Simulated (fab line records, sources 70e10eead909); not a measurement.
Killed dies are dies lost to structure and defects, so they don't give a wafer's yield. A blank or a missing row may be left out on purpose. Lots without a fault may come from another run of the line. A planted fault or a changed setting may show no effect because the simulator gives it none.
A struck lot beside a sound one | flow nand_harc | 15 steps out of a route of 1302
Sound: wafers L488.2, L488.3, L488.6. Struck: wafers L498.1, L498.3, L498.6. The cause comes at the end.
At each step with rows: each side's tool, then ch and its chambers, then its first start. Under that, the readings that differ: sound wafers | struck wafers | difference of the means | sigmas: that difference in standard deviations of wafers without a fault.
alike: readings whose means differ by less than 2 such deviations, and words and numbers that are the same on both sides. not compared: withheld readings, readings that some wafer has no value for, bounds like >300 that may hide the same value, and numbers for which the record gives no deviation and whose values overlap.
The two part at a step that has a row with sigmas, a row that says differs or no value, or rows on one side only. Numbers that don't overlap but have no deviation are shown without sigmas and don't part them. A reading that every wafer of one side lacks parts them only if that side has two wafers or more.

first, 1 step without rows for these wafers: NHARC_P_ZERO_WELL_HARDBAKE_53 (time 80 s).
NHARC_P_ZERO_WELL_DESCUM_54: chemistry O2, time 3 s.
  sound on rie_diel-03 ch 1,3, day 4 13:53; struck on rie_diel-12 ch 0,3, day 8 19:50
  alike: drypump_motor_current_A, o2_flow_sccm, oes_product_au, rf_vpp_V, showerhead_plenum_p_Torr, throttle_valve_pct
  not compared: rf_hours_counter_h
then, 5 steps without rows for these wafers: NHARC_P_ZERO_WELL_IMPLANT_55; NHARC_P_ZERO_WELL_IMPLANT_61; NHARC_P_ZERO_WELL_STRIP_56 (strips in SPM, time 840 s); NHARC_P_ZERO_WELL_PRECLEAN_68 (cleans in SC1, time 60 s); NHARC_P_ZERO_WELL_SRD_69.
NHARC_P_ZERO_WELL_RTA_42: time 300 s.
  sound on rtp_anneal-01 ch 0, day 4 14:58; struck on rtp_anneal-01 ch 0, day 8 20:49
  alike: lamp_power_pct, wafer_temp_C_max
NHARC_P_ZERO_WELL_INSPECT_43:
  sound on defect_inspect-02, day 4 15:32; struck on defect_inspect-02, day 8 21:29
  alike: raw_defect_count
then, 3 steps without rows for these wafers: NHARC_P_STI_ETCH_26 (etches SiO2 in dHF, target depth 11 nm); NHARC_P_STI_PRECLEAN_27 (cleans in SC1); NHARC_P_STI_SRD_28.
NHARC_P_STI_OXIDE_29: material SiO2, target thk 10 nm, ox time 1362 s.
  sound on furnace-03 ch 0, day 4 21:20; struck on furnace-06 ch 0, day 9 06:17
  alike: spike_tc_upper_C
then, 1 step without rows for these wafers: NHARC_P_STI_HM_DEP_30 (deposits Si3N4, target thk 80 nm, time 873 s).
-- the record jumps here: 22 days lie between the struck wafers' starts before and after (it left off in module P_STI and takes up again in module END, whose first step shown is number 1302 of the route) --
NHARC_END_SORT_01:
  the record has rows for the struck wafers here (prober-02 ch 0, day 30 20:52) and none for the sound ones

WHERE THEY PART
Only at NHARC_END_SORT_01, within this record.

WHY: what the simulator had put in
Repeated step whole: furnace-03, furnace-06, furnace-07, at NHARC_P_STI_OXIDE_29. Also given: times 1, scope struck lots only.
